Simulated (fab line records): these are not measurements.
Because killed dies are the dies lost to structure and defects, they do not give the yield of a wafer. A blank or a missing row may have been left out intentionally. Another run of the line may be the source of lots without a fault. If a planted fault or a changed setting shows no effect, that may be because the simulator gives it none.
Comparing a struck lot with a sound one    flow n5-finfet    16 steps out of a route of 1938
Sound: these wafers, L913.1, L913.2, L913.6. The struck wafers were L925.4, L925.5, L925.6. At the end, the cause is stated.
Each step with rows lists, per side, the tool, then ch with its chambers, then its first start. Under that, the readings that differ: sound wafers    struck wafers    difference of the means    sigmas: that difference in standard deviations of wafers without a fault.
alike: readings with means less than 2 such deviations apart, plus words and numbers identical on both sides. not compared: withheld readings, readings lacking a value on some wafer, bounds such as >300 that could conceal the same value, and numbers that have no deviation in the record and whose values overlap.
Wherever a step has rows on one side only, a row that says differs or no value, or a row with sigmas, the two part there. When numbers do not overlap yet have no deviation, they are printed without sigmas and do not part them. Lack of a reading on every wafer of one side parts them only where that side has two or more wafers.

N5_BEOL_M0_SAQP_STRIP_86: strips in N2/H2.
  sound on rie-diel-01 ch 0,3, day 7 03:12; struck on rie-diel-05 ch 1,2, day 10 02:01
  alike: drypump-motor-current-A, oes-product-au, rf-vpp-V, showerhead-plenum-p-Torr, throttle-valve-pct
  not compared: rf-hours-counter-h
then, 2 steps without rows for these wafers: N5_BEOL_M0_SAQP_STRIP_115 (strips in post etch residue remover, time 60 s); N5_BEOL_M0_SAQP_SRD_93 (time 30 s).
N5_BEOL_M0_SAQP_RECESS_114: chemistry HF/NH3, target SiO2, target depth 14.4 nm, afs cycles 3, sublimation time 60 s.
  sound on vapor-etch-01 ch 0,1, day 7 03:20; struck on vapor-etch-01 ch 0,1, day 10 02:17
  alike: drypump-motor-current-A, sublimation-temp-c
then, 2 steps without rows for these wafers: N5_BEOL_M0_SAQP_SPACER1_ALD_98 (deposits SiO2, target thk 12.8 nm, pulse time 1 s, purge time 2 s); N5_BEOL_M0_SAQP_SPACER1_ETCHBACK_99 (etches SiO2 in CHF3/O2, target depth 15.4 nm, time 7.7 s).
N5_BEOL_M0_SAQP_MANDREL1_REMOVE_100: chemistry HBr/Cl2/O2, target a-Si, stops on SiNx, bt time 10 s.
  sound on rie-si-01 ch 1,2,3, day 7 04:17; struck on rie-si-03 ch 0,1,2, day 10 03:29
  alike: drypump-motor-current-A, oes-product-au, throttle-valve-pct
  not compared: rf-hours-counter-h
N5_BEOL_M0_SAQP_CD_MEAS_25 targets a cd of 13.1 nm.
  sound on cd-sem-01 ch 0, day 7 04:23; struck on cd-sem-03 ch 0, day 10 03:36
  alike: cd-nm
N5_BEOL_M0_SAQP_ETCH_101: etches SiNx in CH3F/O2, target depth 29.9 nm, time 42.7 s.
  sound on rie-diel-05 ch 0,2,3, day 7 04:26; struck on rie-diel-05 ch 0,1,3, day 10 03:38
  alike: drypump-motor-current-A, mfc-ar-sccm, oes_ar_750_au, oes-product-au, rf-vpp-V, showerhead-plenum-p-Torr, throttle-valve-pct
  not compared: rf-hours-counter-h
then, 1 step without rows for these wafers: N5_BEOL_M0_SAQP_ETCH_102 (etches SiO2 in CF4, target depth 4 nm, time 4.4 s).
N5_BEOL_M0_SAQP_MANDREL_ETCH_103: etches a-Si in HBr/Cl2, stops on SiCN, target depth 45 nm, bt time 10 s, time 27 s.
  sound on rie-si-05 ch 1,2,3, day 7 04:34; struck on rie-si-05 ch 0,1, day 10 03:46
  alike: drypump-motor-current-A, oes-product-au, throttle-valve-pct
  not compared: rf-hours-counter-h
then, 1 step without rows for these wafers: N5_BEOL_M0_SAQP_RECESS_104 (chemistry HF/NH3, target SiO2, target depth 18 nm, afs cycles 3, sublimation time 60 s).
N5_BEOL_M0_SAQP_COAT_105: time 60 s, resist thk 100 nm.
  sound on litho-track-05 ch 0, day 7 05:02; struck on litho-track-02 ch 0, day 10 04:15
reading                                         sound                 struck                difference  sigmas
spin-speed-rpm (rpm)                            1498.3 1499.4 1498.4  1407.1 1407.8 1407.7  -91.2       -95
model.SOC_of_BEOL_M0_SAQP_COAT_105.thk-nm (nm)  100 100.2 100.4       102.8 102.8 102.8     +2.6        
  alike: resist-line-temp-C
N5_BEOL_M0_SAQP_ETCH_106: etches SOC in N2/H2, stops on SiNx, target depth 150 nm.
  sound on rie-diel-05 ch 0,2, day 7 05:06; struck on rie-diel-04 ch 1,2,3, day 10 04:20
  alike: drypump-motor-current-A, oes-product-au, rf-vpp-V, showerhead-plenum-p-Torr, throttle-valve-pct
  not compared: rf-hours-counter-h, model.SOC_of_BEOL_M0_SAQP_COAT_105.thk-nm
then, 1 step without rows for these wafers: N5_BEOL_M0_SAQP_ETCH_107 (etches SiNx in CH3F/O2, target depth 30 nm).
-- a jump in the record: the struck wafers' starts before and after are 3 days apart (it breaks off in module BEOL_M0_SAQP and resumes in module BEOL_M4, where the first step shown is number 1111 of the route) --
N5_BEOL_M4_RC_MEAS_101:
  sound on prober-02 ch 0, day 9 22:19; struck on prober-01 ch 0, day 12 21:39
reading         sound                 struck                difference  sigmas
DIBL_N (mV/V)   40.1 38.9 39.9        34.1 35.9 33.2        -5.2        -3
IOFF_N (nA/um)  0.224 0.185 0.214     0.123 0.153 0.113     -0.078      -3
IOFF_P (nA/um)  0.27 0.25 0.26        0.16 0.19 0.15        -0.09       -3
VT_P (mV)       -248.9 -247.6 -245.5  -256.1 -254.5 -258.0  -8.9        -3
  alike: DIBL_P, ION_N, ION_P, SS_N, SS_P, VT_N

## WHERE THEY PART
Earliest at N5_BEOL_M0_SAQP_COAT_105; latest, in this record, at N5_BEOL_M4_RC_MEAS_101.

WHY: whatever the simulator had introduced
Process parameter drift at N5_BEOL_M0_SAQP_COAT_105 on litho-track-02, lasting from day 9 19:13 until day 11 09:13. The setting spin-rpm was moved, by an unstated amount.
